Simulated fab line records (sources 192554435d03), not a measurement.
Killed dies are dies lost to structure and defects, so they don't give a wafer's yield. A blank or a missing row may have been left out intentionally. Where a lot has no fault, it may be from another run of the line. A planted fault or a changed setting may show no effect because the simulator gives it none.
fab line records	flow n5_finfet	part 1 of 2: steps 1 to 20 of 31
record lots=5	wafers=15	last_day=18
route steps=1938 shown BEOL_M5@1154
lots with no fault: from the same line, run without faults
start_h: start of the lot's first displayed wafer, in hours after the record's first day	wait_h: hours from the lot's prior step to this one	" as in the row above	L1.1+2: several wafers, shown together as one row	- no value, or no start given	* or withheld: withheld	< > ~ a bound
route shown NAME@n: NAME is a module with steps in the file, n the number in the route of the first one	usual: mean and standard deviation over wafers with no fault	same: alike in all rows	chamber/n: place in a boat	sites: each site's reading	_std_site: how widely they spread, as a standard deviation	_edge_site: mean of outer sites minus mean of inner sites	radius_mm: how far each site lies from the wafer's centre	mask NAME#n: copy n	behind: the most recent tool/chamber to have shaped the wafer	hold: why the lot went on hold/how many hours it stayed there/how the hold came to an end	device: the n, p or np transistor that did not switch	end of line: the route-end tests of the same wafers	step lacking rows: just its recipe	killed: at the first sort, the dies lost to defects and structure; wafer yield is something else	map: the dies of a wafer, with x for killed, . for not killed, _ for no die there
set.NAME: the setting as run; set.NAME@STEP: as run at that earlier step	model.NAME: the simulator's own value behind a step, which no gauge read
lots seen at some steps along the route; tables by step, rows by wafer
services: a tool's chamber out of use, with start hour (start_h, from the record's first day; less than 0 if before it), hours out, and reason
## steps
# step N5_BEOL_M5_ETCH_68
# recipe chemistry=N2/H2	target=SOC	target_depth_a=800	overetch_a=160	mask_material=SiARC	temp_c=40	time_s=120	ion_energy_ev=200	pressure_mtorr=30	source_w=840	bias_w=150	n2_flow_sccm=200	h2_flow_sccm=200
# usual drypump_motor_current_A=5.8/0.47	oes_product_au=0.61/0.065	rf_vpp_V=522.5/1.7	showerhead_plenum_p_Torr=2.49/0.054	throttle_valve_pct=17.89/0.22
lot.wafer	tool	chamber	start_h	wait_h	drypump_motor_current_A	oes_product_au	rf_hours_counter_h	rf_vpp_V	showerhead_plenum_p_Torr	throttle_valve_pct
L075.1	rie_diel-06	0	187.67	0.0	6.2	0.67	51	523.4	2.48	17.55
L075.2	"	2	"	"	5.8	0.56	182	522.3	2.52	17.94
L075.6	"	0	"	"	6.2	0.66	-	522.1	2.48	17.56
L084.1	rie_diel-01	3	229.70	0.0	6.7	0.56	170	523.4	2.54	17.88
L084.2	"	1	"	"	5.9	0.66	80	522.5	2.45	17.51
L084.4	"	0	"	"	6.1	0.68	32	522.8	2.48	17.62
L089.1	rie_diel-01	3	284.44	0.0	6.7	0.54	191	523.2	2.53	17.89
L089.2	"	1	"	"	5.9	0.63	100	521.5	2.44	17.52
L089.4	"	0	"	"	6.1	0.65	51	522.0	2.47	17.64
L093.3	rie_diel-03	2	294.01	0.0	5.6	0.54	220	522.7	2.51	18.23
L093.5	"	1	"	"	5.7	0.71	-	522.2	2.50	18.01
L093.6	"	2	"	"	5.6	0.54	-	523.1	2.51	18.24
L096.1	rie_diel-03	3	313.19	0.0	5.0	0.53	243	520.1	2.40	17.99
L096.2	"	0	"	"	6.0	0.65	66	525.3	2.58	17.96
L096.4	"	1	"	"	5.7	0.71	14	522.4	2.50	18.03
# step N5_BEOL_M5_STRIP_69
# recipe chemistry=N2/H2	temp_c=40	n2_flow_sccm=200	h2_flow_sccm=200	rf_frequency_hz=6e+07
lot.wafer	tool	chamber	start_h	wait_h
L075.1+2+6	rie_diel-06	0,2,0	187.75	0.0
L084.1+2+4	rie_diel-01	3,1,0	229.78	0.0
L089.1+2+4	rie_diel-01	3,1,0	284.52	0.0
L093.3+5+6	rie_diel-03	2,1,2	294.09	0.0
L096.1+2+4	rie_diel-03	3,0,1	313.27	0.0
# step N5_BEOL_M5_STRIP_76
# recipe chemistry=N2/H2	temp_c=40	n2_flow_sccm=200	h2_flow_sccm=200	rf_frequency_hz=6e+07
lot.wafer	tool	chamber	start_h	wait_h
L075.1+2+6	rie_diel-06	0,2,0	187.76	0.0
L084.1+2+4	rie_diel-01	3,1,0	229.79	0.0
L089.1+2+4	rie_diel-01	3,1,0	284.53	0.0
L093.3+5+6	rie_diel-03	2,1,2	294.10	0.0
L096.1+2+4	rie_diel-03	3,0,1	313.28	0.0
# step N5_BEOL_M5_VIA_ETCH_34
# recipe chemistry=C4F6/O2	target=SiCOH_lowk	target_depth_a=883	mask_material=SOC	taper_deg=4	time_s=39.2	ion_energy_ev=250	pressure_mtorr=30	source_w=345	bias_w=185	Ar_flow_sccm=300	C4F6_flow_sccm=10	O2_flow_sccm=10
# usual C4F6_flow_sccm=10.002/0.03	drypump_motor_current_A=5.8/0.47	oes_product_au=0.80/0.088	rf_vpp_V=662/12	showerhead_plenum_p_Torr=2.79/0.05	throttle_valve_pct=20.94/0.21
lot.wafer	tool	chamber	start_h	wait_h	C4F6_flow_sccm	drypump_motor_current_A	oes_product_au	rf_hours_counter_h	rf_vpp_V	showerhead_plenum_p_Torr	throttle_valve_pct
L075.1	rie_diel-06	0	187.77	0.0	10.040	6.2	0.87	51	648	2.79	20.68
L075.2	"	2	"	"	9.970	5.8	0.73	182	652	2.83	21.12
L075.6	"	0	"	"	10.009	6.2	0.87	-	648	2.79	20.66
L084.1	rie_diel-01	3	229.80	0.0	9.978	6.7	0.74	170	654	2.84	20.87
L084.2	"	1	"	"	10.066	5.9	0.85	80	652	2.77	20.72
L084.4	"	0	"	"	9.992	6.1	0.88	32	645	2.78	20.76
L089.1	rie_diel-01	3	284.54	0.0	9.986	6.7	0.72	191	653	2.83	20.90
L089.2	"	1	"	"	9.995	5.8	0.83	100	654	2.76	20.74
L089.4	"	0	"	"	10.043	6.1	0.86	51	646	2.77	20.79
L093.3	rie_diel-03	2	294.11	0.0	10.012	5.6	0.70	220	644	2.84	21.45
L093.5	"	1	"	"	9.963	5.7	0.94	-	675	2.78	21.01
L093.6	"	2	"	"	9.963	5.6	0.69	-	645	2.84	21.44
L096.1	rie_diel-03	3	313.29	0.0	9.994	5.1	0.69	243	675	2.69	21.02
L096.2	"	0	"	"	9.988	6.0	0.85	66	678	2.85	20.80
L096.4	"	1	"	"	9.995	5.7	0.91	14	674	2.78	21.04
# step N5_BEOL_M5_STRIP_85
# recipe chemistry=C4F6/O2	resist=SiARC	rf_frequency_hz=6e+07
lot.wafer	tool	chamber	start_h	wait_h
L075.1+2+6	rie_diel-06	0,2,0	187.81	0.0
L084.1+2+4	rie_diel-01	3,1,0	229.84	0.0
L089.1+2+4	rie_diel-01	3,1,0	284.57	0.0
L093.3+5+6	rie_diel-03	2,1,2	294.15	0.0
L096.1+2+4	rie_diel-03	3,0,1	313.33	0.0
# step N5_BEOL_M5_STRIP_36
# recipe chemistry=N2/H2	power_w=450	temp_c=40	pressure_mtorr=20	rf_frequency_hz=6e+07	overash_fraction=0.3	bias_power_w=7	h2_frac=0.5	n2_flow_sccm=200	h2_flow_sccm=200
# usual drypump_motor_current_A=5.8/0.47	oes_product_au=0.80/0.087	rf_vpp_V=59.2/1.5	showerhead_plenum_p_Torr=2.49/0.054	throttle_valve_pct=23.74/0.28
lot.wafer	tool	chamber	start_h	wait_h	drypump_motor_current_A	oes_product_au	rf_hours_counter_h	rf_vpp_V	showerhead_plenum_p_Torr	throttle_valve_pct
L075.1	rie_diel-06	0	187.82	0.0	6.2	0.86	51	58.0	2.47	23.33
L075.2	"	2	"	"	5.8	0.73	182	60.2	2.52	23.67
L075.6	"	0	"	"	6.2	0.86	-	60.0	2.47	23.35
L084.1	rie_diel-01	3	229.85	0.0	6.7	0.74	170	58.8	2.54	23.78
L084.2	"	1	"	"	5.8	0.85	80	57.4	2.45	23.23
L084.4	"	0	"	"	6.1	0.88	32	59.5	2.48	23.36
L089.1	rie_diel-01	3	284.58	0.0	6.7	0.72	191	59.9	2.53	23.79
L089.2	"	1	"	"	5.9	0.82	100	62.0	2.44	23.22
L089.4	"	0	"	"	6.1	0.86	51	59.0	2.47	23.35
L093.3	rie_diel-03	2	294.16	0.0	5.6	0.69	220	59.8	2.51	23.95
L093.5	"	1	"	"	5.6	0.92	-	60.6	2.50	23.94
L093.6	"	2	"	"	5.6	0.70	-	59.6	2.51	23.98
L096.1	rie_diel-03	3	313.34	0.0	5.0	0.69	243	61.1	2.39	23.68
L096.2	"	0	"	"	6.0	0.87	66	60.1	2.58	23.87
L096.4	"	1	"	"	5.7	0.91	14	60.2	2.49	23.92
# step N5_BEOL_M5_TRENCH_ETCH_37
# recipe chemistry=C4F6/O2	target_depth_a=716.52	target=SiCOH_lowk	time_s=24.7	ion_energy_ev=250	pressure_mtorr=30	source_w=345	bias_w=185	Ar_flow_sccm=300	C4F6_flow_sccm=10	O2_flow_sccm=10
# usual C4F6_flow_sccm=10.00/0.031	drypump_motor_current_A=5.8/0.47	oes_product_au=0.80/0.088	rf_vpp_V=662/12	showerhead_plenum_p_Torr=2.79/0.05	throttle_valve_pct=20.98/0.21
lot.wafer	tool	chamber	start_h	wait_h	C4F6_flow_sccm	drypump_motor_current_A	oes_product_au	rf_hours_counter_h	rf_vpp_V	showerhead_plenum_p_Torr	throttle_valve_pct
L075.1	rie_diel-06	0	-	-	10.03	6.2	0.86	51	646	2.79	20.73
L075.2	"	2	"	"	10.02	5.8	0.74	182	653	2.83	21.16
L075.6	"	0	"	"	10.03	6.2	0.86	-	648	2.79	20.71
L084.1	rie_diel-01	3	-	-	10.04	6.7	0.74	170	654	2.84	20.90
L084.2	"	1	"	"	9.96	5.8	0.85	80	653	2.77	20.75
L084.4	"	0	"	"	9.99	6.1	0.89	32	644	2.78	20.82
L089.1	rie_diel-01	3	-	-	10.06	6.7	0.72	191	653	2.83	20.95
L089.2	"	1	"	"	9.95	5.8	0.83	100	652	2.76	20.79
L089.4	"	0	"	"	10.04	6.1	0.86	51	646	2.77	20.83
L093.3	rie_diel-03	2	-	-	9.99	5.6	0.70	220	646	2.84	21.49
L093.5	"	1	"	"	9.98	5.6	0.93	-	674	2.78	21.04
L093.6	"	2	"	"	10.00	5.6	0.69	-	645	2.84	21.47
L096.1	rie_diel-03	3	-	-	10.03	5.0	0.70	243	673	2.69	21.05
L096.2	"	0	"	"	10.02	6.0	0.84	66	677	2.85	20.85
L096.4	"	1	"	"	9.99	5.6	0.91	14	674	2.78	21.07
# step N5_BEOL_M5_ETCH_41
# recipe chemistry=CH3F/O2	target=SiCN	target_depth_a=315	taper_deg=2	time_s=56.7	ion_energy_ev=120	mask_material=TiN	pressure_mtorr=30	source_w=395	bias_w=75	Ar_flow_sccm=150	CH3F_flow_sccm=30	O2_flow_sccm=20
# usual drypump_motor_current_A=5.8/0.47	oes_product_au=0.80/0.088	rf_vpp_V=296.6/1.3	showerhead_plenum_p_Torr=1.96/0.039	throttle_valve_pct=16.37/0.21
lot.wafer	tool	chamber	start_h	wait_h	drypump_motor_current_A	oes_product_au	rf_hours_counter_h	rf_vpp_V	showerhead_plenum_p_Torr	throttle_valve_pct
L075.1	rie_diel-06	0	-	-	6.2	0.85	51	297.3	1.96	16.09
L075.2	"	2	"	"	5.8	0.74	182	298.0	1.99	16.57
L075.6	"	0	"	"	6.2	0.86	-	296.7	1.96	16.07
L084.1	rie_diel-01	3	-	-	6.6	0.74	170	297.4	1.99	16.34
L084.2	"	1	"	"	6.0	0.86	80	296.6	1.94	16.14
L084.4	"	0	"	"	6.1	0.89	32	295.2	1.95	16.19
L089.1	rie_diel-01	3	-	-	6.7	0.71	191	299.3	1.99	16.37
L089.2	"	1	"	"	5.9	0.84	100	294.8	1.93	16.16
L089.4	"	0	"	"	6.1	0.86	51	296.0	1.95	16.22
L093.3	rie_diel-03	2	-	-	5.6	0.69	220	297.0	1.99	16.83
L093.5	"	1	"	"	5.7	0.93	-	297.9	1.95	16.39
L093.6	"	2	"	"	5.6	0.69	-	297.0	1.99	16.84
L096.1	rie_diel-03	3	-	-	5.0	0.69	243	296.0	1.88	16.51
L096.2	"	0	"	"	6.0	0.84	66	299.2	2.01	16.30
L096.4	"	1	"	"	5.7	0.92	14	295.8	1.95	16.42
# step N5_BEOL_M5_STRIP_91
# recipe chemistry=N2/H2	time_s=10	power_w=450	temp_c=40	pressure_mtorr=20	rf_frequency_hz=6e+07	bias_power_w=7	n2_flow_sccm=200	h2_flow_sccm=200
# usual drypump_motor_current_A=5.8/0.47	oes_product_au=0.80/0.087	rf_vpp_V=59.2/0.88	showerhead_plenum_p_Torr=2.49/0.054	throttle_valve_pct=23.74/0.28
lot.wafer	tool	chamber	start_h	wait_h	drypump_motor_current_A	oes_product_au	rf_hours_counter_h	rf_vpp_V	showerhead_plenum_p_Torr	throttle_valve_pct
L075.1	rie_diel-06	0	-	-	6.2	0.86	51	60.2	2.47	23.37
L075.2	"	2	"	"	5.8	0.73	182	57.9	2.52	23.67
L075.6	"	0	"	"	6.2	0.86	-	58.9	2.47	23.34
L084.1	rie_diel-01	3	-	-	6.7	0.73	170	59.3	2.54	23.77
L084.2	"	1	"	"	5.9	0.86	80	58.8	2.45	23.23
L084.4	"	0	"	"	6.1	0.90	32	58.9	2.48	23.36
L089.1	rie_diel-01	3	-	-	6.7	0.71	191	59.8	2.53	23.78
L089.2	"	1	"	"	5.9	0.82	100	59.7	2.44	23.27
L089.4	"	0	"	"	6.1	0.85	51	59.3	2.47	23.36
L093.3	rie_diel-03	2	-	-	5.6	0.69	220	58.0	2.51	23.98
L093.5	"	1	"	"	5.7	0.93	-	58.9	2.50	23.91
L093.6	"	2	"	"	5.6	0.70	-	60.3	2.51	23.99
L096.1	rie_diel-03	3	-	-	5.0	0.69	243	58.4	2.39	23.71
L096.2	"	0	"	"	6.0	0.86	66	59.7	2.58	23.88
L096.4	"	1	"	"	5.7	0.91	14	59.7	2.49	23.94
# step N5_BEOL_M5_OCD_MEAS_38
# usual trench_depth_nm=71.8/1.2
lot.wafer	tool	chamber	start_h	wait_h	trench_depth_nm
L075.1	ocd-02	-	188.01	-	70.7
L075.2	"	-	"	"	73.5
L075.6	"	-	"	"	70.8
L084.1	ocd-02	-	230.05	-	72.8
L084.2	"	-	"	"	73.5
L084.4	"	-	"	"	73.0
L089.1	ocd-02	-	284.77	-	73.3
L089.2	"	-	"	"	72.6
L089.4	"	-	"	"	73.2
L093.3	ocd-01	-	294.35	-	68.9
L093.5	"	-	"	"	71.7
L093.6	"	-	"	"	69.0
L096.1	ocd-01	-	313.53	-	70.7
L096.2	"	-	"	"	71.5
L096.4	"	-	"	"	72.2
# step N5_BEOL_M5_HM_STRIP_39
# recipe chemistry=peroxide_tin_strip	material=TiN	target_depth_a=250	temp_c=50	time_s=158
# usual bath_heat_duty_pct=7.1/1
lot.wafer	tool	chamber	start_h	wait_h	bath_heat_duty_pct
L075.1	wet_bench-01	2	188.04	0.0	6.5
L075.2	"	4	"	"	7.8
L075.6	"	6	"	"	8.3
L084.1	wet_bench-06	3	230.08	0.0	5.3
L084.2	"	1	"	"	6.4
L084.4	"	5	"	"	8.6
L089.1	wet_bench-06	0	284.81	0.0	6.0
L089.2	"	4	"	"	6.2
L089.4	"	3	"	"	5.7
L093.3	wet_bench-06	0	294.38	0.0	5.9
L093.5	"	3	"	"	5.4
L093.6	"	1	"	"	6.6
L096.1	wet_bench-01	3	313.56	0.0	6.7
L096.2	"	4	"	"	8.2
L096.4	"	6	"	"	9.0
# step N5_BEOL_M5_SRD_40
# recipe time_s=30	temp_c=23	rinse_liquid=diw	dry=ipa_marangoni
# usual bath_heat_duty_pct=3.6/0.57
lot.wafer	tool	chamber	start_h	wait_h	bath_heat_duty_pct
L075.1	wet_bench-01	2	188.09	0.0	3.4
L075.2	"	4	"	"	4.9
L075.6	"	6	"	"	4.6
L084.1	wet_bench-06	3	230.13	0.0	3.4
L084.2	"	1	"	"	3.4
L084.4	"	5	"	"	4.5
L089.1	wet_bench-06	0	284.85	0.0	3.7
L089.2	"	4	"	"	3.6
L089.4	"	3	"	"	2.8
L093.3	wet_bench-06	0	294.43	0.0	2.6
L093.5	"	3	"	"	2.8
L093.6	"	1	"	"	3.3
L096.1	wet_bench-01	3	313.61	0.0	3.9
L096.2	"	4	"	"	3.6
L096.4	"	6	"	"	3.8
# step N5_BEOL_M5_PRECLEAN_42
# recipe chemistry=residue_remover	time_s=60	temp_c=40
# usual bath_heat_duty_pct=4.6/0.64
lot.wafer	tool	chamber	start_h	wait_h	bath_heat_duty_pct
L075.1	wet_bench-01	2	188.11	0.0	5.7
L075.2	"	4	"	"	5.2
L075.6	"	6	"	"	5.5
L084.1	wet_bench-06	3	230.14	0.0	3.7
L084.2	"	1	"	"	4.2
L084.4	"	5	"	"	5.4
L089.1	wet_bench-06	0	284.87	0.0	4.3
L089.2	"	4	"	"	4.0
L089.4	"	3	"	"	3.8
L093.3	wet_bench-06	0	294.45	0.0	4.1
L093.5	"	3	"	"	3.9
L093.6	"	1	"	"	4.5
L096.1	wet_bench-01	3	313.62	0.0	4.5
L096.2	"	4	"	"	4.9
L096.4	"	6	"	"	6.1
# step N5_BEOL_M5_SRD_43
# recipe time_s=30	temp_c=23	rinse_liquid=diw	dry=ipa_marangoni
# usual bath_heat_duty_pct=3.6/0.62
lot.wafer	tool	chamber	start_h	wait_h	bath_heat_duty_pct
L075.1	wet_bench-01	2	188.12	0.0	3.9
L075.2	"	4	"	"	3.6
L075.6	"	6	"	"	5.1
L084.1	wet_bench-06	3	230.16	0.0	3.1
L084.2	"	1	"	"	3.6
L084.4	"	5	"	"	3.6
L089.1	wet_bench-06	0	284.89	0.0	3.9
L089.2	"	4	"	"	3.1
L089.4	"	3	"	"	3.4
L093.3	wet_bench-06	0	294.47	0.0	4.1
L093.5	"	3	"	"	3.3
L093.6	"	1	"	"	3.2
L096.1	wet_bench-01	3	313.64	0.0	3.7
L096.2	"	4	"	"	3.8
L096.4	"	6	"	"	5.0
# step N5_BEOL_M5_CD_MEAS_35
# recipe target_cd_nm=28	target_cd_y_nm=24	polarity=opening
# usual cd_nm=28.0/0.36
lot.wafer	tool	chamber	start_h	wait_h	cd_nm
L075.1	cd_sem-02	-	188.16	0.0	28.1
L075.2	"	-	"	"	28.1
L075.6	"	-	"	"	28.6
L084.1	cd_sem-01	-	230.20	0.0	28.6
L084.2	"	-	"	"	28.1
L084.4	"	-	"	"	28.3
L089.1	cd_sem-01	-	284.93	0.0	27.5
L089.2	"	-	"	"	27.7
L089.4	"	-	"	"	27.7
L093.3	cd_sem-03	-	294.51	0.0	27.5
L093.5	"	-	"	"	27.9
L093.6	"	-	"	"	27.5
L096.1	cd_sem-02	-	313.68	0.0	28.0
L096.2	"	-	"	"	28.3
L096.4	"	-	"	"	27.8
# step N5_BEOL_M5_CURE_80
# recipe temp_c=370	time_s=120	ambient=DMADMS/He	material=SiCOH_lowk
# usual lamp_power_pct=52.31/0.051	wafer_temp_C_max=371.8/0.5
lot.wafer	tool	chamber	start_h	wait_h	lamp_power_pct	wafer_temp_C_max
L075.1	uv_cure-01	1	188.20	0.0	52.33	371.6
L075.2	"	1	"	"	52.31	371.8
L075.6	"	1	"	"	52.29	371.9
L084.1	uv_cure-03	2	230.24	0.0	52.30	371.2
L084.2	"	2	"	"	52.30	371.4
L084.4	"	2	"	"	52.30	371.7
L089.1	uv_cure-01	2	284.97	0.0	52.18	371.3
L089.2	"	2	"	"	52.30	371.3
L089.4	"	2	"	"	52.31	371.3
L093.3	uv_cure-01	0	294.65	0.1	52.28	371.7
L093.5	"	0	"	"	52.30	371.9
L093.6	"	0	"	"	52.27	371.2
L096.1	uv_cure-02	1	313.93	0.3	52.40	372.6
L096.2	"	1	"	"	52.31	371.8
L096.4	"	1	"	"	52.29	372.7
# step N5_BEOL_M5_DEGAS_44
# recipe ambient=vacuum	temp_c=250	time_s=60
# usual heater_power_w=335/25
lot.wafer	tool	chamber	start_h	wait_h	heater_power_w
L075.1	pvd_sputter-02	-	188.53	0.3	318
L075.2	"	-	"	"	340
L075.6	"	-	"	"	315
L084.1	pvd_sputter-03	-	231.49	1.0	398
L084.2	"	-	"	"	316
L084.4	"	-	"	"	337
L089.1	pvd_sputter-02	-	285.30	0.3	299
L089.2	"	-	"	"	343
L089.4	"	-	"	"	307
L093.3	pvd_sputter-03	-	294.87	0.2	322
L093.5	"	-	"	"	395
L093.6	"	-	"	"	321
L096.1	pvd_sputter-02	-	314.32	0.3	320
L096.2	"	-	"	"	333
L096.4	"	-	"	"	352
# step N5_BEOL_M5_PRE_CLEAN_45
# recipe gas=H2/He	time_s=30	temp_c=250
# usual heater_power_w=335/25
lot.wafer	tool	chamber	start_h	wait_h	heater_power_w
L075.1	pvd_sputter-02	-	188.57	0.0	308
L075.2	"	-	"	"	329
L075.6	"	-	"	"	302
L084.1	pvd_sputter-03	-	231.53	0.0	399
L084.2	"	-	"	"	316
L084.4	"	-	"	"	348
L089.1	pvd_sputter-02	-	285.34	0.0	313
L089.2	"	-	"	"	357
L089.4	"	-	"	"	306
L093.3	pvd_sputter-03	-	294.91	0.0	324
L093.5	"	-	"	"	397
L093.6	"	-	"	"	325
L096.1	pvd_sputter-02	-	314.36	0.0	311
L096.2	"	-	"	"	327
L096.4	"	-	"	"	359
# step N5_BEOL_M5_ALD_86
# recipe material=TaN	target_thk_a=*	temp_c=275	ald_precursor_family=PDMAT	ald_co_reactant=NH3	pressure_torr=3	carrier_flow_sccm=1500	pulse_time_s=2	purge_time_s=3	co_reactant_purge_time_s=2	co_reactant_pulse_time_s=3	ald_cycles=30	precursor_vessel_temp_c=75	precursor_vessel_pressure_torr=26.25	precursor_vessel_carrier_sccm=1000
# usual heater_power_w=416/41
lot.wafer	tool	chamber	start_h	wait_h	heater_power_w
L075.1	ald_metal-03	0	188.63	0.0	412
L075.2	"	3	"	"	471
L075.6	"	0	"	"	414
L084.1	ald_metal-04	0	231.65	0.1	400
L084.2	"	2	"	"	488
L084.4	"	1	"	"	391
L089.1	ald_metal-03	0	285.43	0.1	411
L089.2	"	2	"	"	461
L089.4	"	3	"	"	474
L093.3	ald_metal-03	1	294.98	0.0	356
L093.5	"	2	"	"	465
L093.6	"	1	"	"	354
L096.1	ald_metal-03	2	314.42	0.0	473
L096.2	"	3	"	"	460
L096.4	"	0	"	"	400
# step N5_BEOL_M5_SURFACE_TREAT_87
# recipe gas=Ar	time_s=*	ion_energy_ev=*	ion_current_ma_cm2=0.5	pressure_mtorr=*	ar_flow_sccm=30
# usual throttle_valve_pct=*
lot.wafer	tool	chamber	start_h	wait_h	throttle_valve_pct
L075.1	pvd_sputter-02	-	188.85	0.1	*
L075.2	"	-	"	"	*
L075.6	"	-	"	"	*
L084.1	pvd_sputter-03	-	231.89	0.1	*
L084.2	"	-	"	"	*
L084.4	"	-	"	"	*
L089.1	pvd_sputter-02	-	285.72	0.2	*
L089.2	"	-	"	"	*
L089.4	"	-	"	"	*
L093.3	pvd_sputter-03	-	295.41	0.3	*
L093.5	"	-	"	"	*
L093.6	"	-	"	"	*
L096.1	pvd_sputter-02	-	314.72	0.2	*
L096.2	"	-	"	"	*
L096.4	"	-	"	"	*
